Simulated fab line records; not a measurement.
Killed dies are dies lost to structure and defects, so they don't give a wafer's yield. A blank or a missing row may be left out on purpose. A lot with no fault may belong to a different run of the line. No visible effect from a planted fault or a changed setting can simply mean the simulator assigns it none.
Which tool did it? -- flow n5 finfet -- route of 1938 steps, sampled at 1 step: 20 lots, 60 wafers

WHAT THE GAUGES READ, wafer by wafer
N5_FIN_SAQP_OVL_MEAS_17.
lot,measured,on,FIN_CORE_OVL (nm)
L074,day 1 21:48,overlay-02,-0.7 -0.3 0.2
L078,day 2 21:44,overlay-02,-2.5 -0.2 0.9
L079,day 3 03:47,overlay-01,0.9 0.0 0.3
L080,day 3 09:25,overlay-01,0.0 1.2 0.0
L081,day 3 15:40,overlay-02,0.8 0.5 1.4
L082,day 3 22:40,overlay-01,0.5 1.8 0.8
L084,day 4 10:10,overlay-02,0.0 -0.3 0.2
L085,day 4 16:19,overlay-01,0.1 0.7 0.5
L086,day 4 21:14,overlay-02,0.3 -1.1 -1.3
L087,day 5 04:35,overlay-02,-0.7 -0.2 0.0
L088,day 5 09:35,overlay-01,0.6 -1.2 -0.4
L089,day 5 15:30,overlay-01,-0.1 0.4 -0.4
L090,day 5 21:27,overlay-02,0.3 0.3 -0.5
L091,day 6 03:30,overlay-01,1.7 1.2 1.3
L092,day 6 10:55,overlay-02,-0.4 -0.3 0.6
L093,day 6 17:54,overlay-02,-0.8 -0.3 -0.2
L094,day 6 22:54,overlay-02,0.3 -0.4 0.5
L095,day 7 10:03,overlay-01,0.2 0.7 0.0
L096,day 7 10:20,overlay-01,-1.0 -0.4 -0.9
L097,day 7 18:49,overlay-01,1.2 0.7 0.7

EACH LOT AND THE TOOL THAT RAN IT (in order: tool; ch and the chambers of the sampled wafers; start)
No process step before these readings appears in the record.

WHAT THE TOOLS THEMSELVES READ (means of the sampled wafers that have a number; where no wafer has one, the mark that the record gives instead)
The record holds no such reading with a usual standard deviation.

THE ANSWER, worked out from the rows above alone
Rule: the usual values come from the lots themselves. Put in order of their means at a reading, lots are off if they are a third of the lots or fewer, leave a main group of 4 or more, and stand apart from it by a gap of 3 or more times the standard deviation of the main group's means; of several such gaps the widest counts. Not used: any main group whose means are identical at the precision the tables above print for the reading. Also off: a lot with no number at a reading for which 4 or more lots have one. The other lots that the step has rows for count as sound. Order of review: gauges by route order, followed by the tools' own readings, for which a lot's mean as printed above is used. At the first step where some lot is off, the reading lying furthest off is the one used; lots without a number count as furthest.
Across all readings shown, no lot is off: no conclusion can be drawn from this.

WHAT WAS PUT IN BY THE SIMULATOR
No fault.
